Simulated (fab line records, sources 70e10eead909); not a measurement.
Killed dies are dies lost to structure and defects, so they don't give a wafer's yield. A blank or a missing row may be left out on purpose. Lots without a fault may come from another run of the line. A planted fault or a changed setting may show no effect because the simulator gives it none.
Which tool did it? | flow nand_harc | 7 lots, 21 wafers sampled, at 4 steps of a route of 1159

WHAT THE GAUGES READ, wafer by wafer
NHARC_A_M0_CD_MEAS_09: target cd 80 nm.
lot  | measured     | on        | cd_nm (nm)
L436 | day 18 00:53 | cd_sem-01 | 80.7 80.5 80.0
L439 | day 18 12:34 | cd_sem-01 | 79.2 79.7 79.6
L441 | day 19 02:20 | cd_sem-02 | 79.3 80.5 80.0
L440 | day 19 07:03 | cd_sem-03 | 80.1 80.4 80.3
L449 | day 20 20:02 | cd_sem-03 | 88.5 88.8 88.5
L452 | day 22 03:32 | cd_sem-01 | 79.3 79.3 78.8
L456 | day 22 21:45 | cd_sem-02 | 81.3 80.3 80.9

WHICH TOOL RAN EACH LOT (tool, then ch and the chambers of the sampled wafers, then the start)
lot  | NHARC_A_BLC_DESCUM_15              | NHARC_A_BLC_PVD_32                      | NHARC_A_M0_PEB_07
L436 | rie_diel-11 ch 0,1,3, day 17 12:36 | pvd_sputter-03, day 18 00:48 or earlier | litho_track-01 ch 0, day 18 00:48
L439 | rie_diel-11 ch 0,2,3, day 18 06:05 | pvd_sputter-03, day 18 12:29 or earlier | litho_track-01 ch 0, day 18 12:29
L441 | rie_diel-11 ch 0,1,3, day 18 22:25 | pvd_sputter-02, day 19 02:14 or earlier | litho_track-06 ch 0, day 19 02:14
L440 | rie_diel-11 ch 0,2,3, day 19 03:03 | pvd_sputter-02, day 19 06:58 or earlier | litho_track-06 ch 0, day 19 06:58
L449 | rie_diel-11 ch 1,2, day 20 14:31   | pvd_sputter-02, day 20 19:58 or earlier | litho_track-01 ch 0, day 20 19:58
L452 | rie_diel-07 ch 0,2,3, day 21 23:47 | pvd_sputter-03, day 22 03:28 or earlier | litho_track-06 ch 0, day 22 03:28
L456 | rie_diel-11 ch 0,2, day 22 17:32   | pvd_sputter-02, day 22 21:40 or earlier | litho_track-06 ch 0, day 22 21:40
- NHARC_A_BLC_DESCUM_15: chemistry O2, time 3 s.
- NHARC_A_BLC_PVD_32: deposits Ti, target thk 5 nm, time 17.7 s.
- NHARC_A_M0_PEB_07: peb time 65 s.

THE ANSWER, worked out from the rows above alone
Rule: what is usual is taken from the lots themselves. Put in order of their means at a reading, lots are off if they are a third of the lots or fewer, leave a main group of 4 or more, and stand apart from it by a gap of 3 or more times the standard deviation of the main group's means; of several such gaps the widest counts. A main group whose means are all the same, to the digits that the tables above print for the reading, isn't used. A lot without any number at a reading at which 4 lots or more have one is off too. The other lots that the step has rows for count as sound.
Off: L449, at NHARC_A_M0_CD_MEAS_09 (cd_nm). The main group: mean 80.0 nm, standard deviation 0.57.
A tool fits if, at a process step before that reading, it ran every lot that is off, and no sound lot after the first of them. The gauges at NHARC_A_M0_CD_MEAS_09 are tried like those tools. NHARC_A_BLC_PVD_32 gives no start for some lots, so the hours and the order of its lots are those of NHARC_A_M0_PEB_07. Can't be told from this: 2 tools fit, litho_track-01 at NHARC_A_M0_PEB_07, cd_sem-03 at NHARC_A_M0_CD_MEAS_09.

WHAT THE SIMULATOR HAD PUT IN
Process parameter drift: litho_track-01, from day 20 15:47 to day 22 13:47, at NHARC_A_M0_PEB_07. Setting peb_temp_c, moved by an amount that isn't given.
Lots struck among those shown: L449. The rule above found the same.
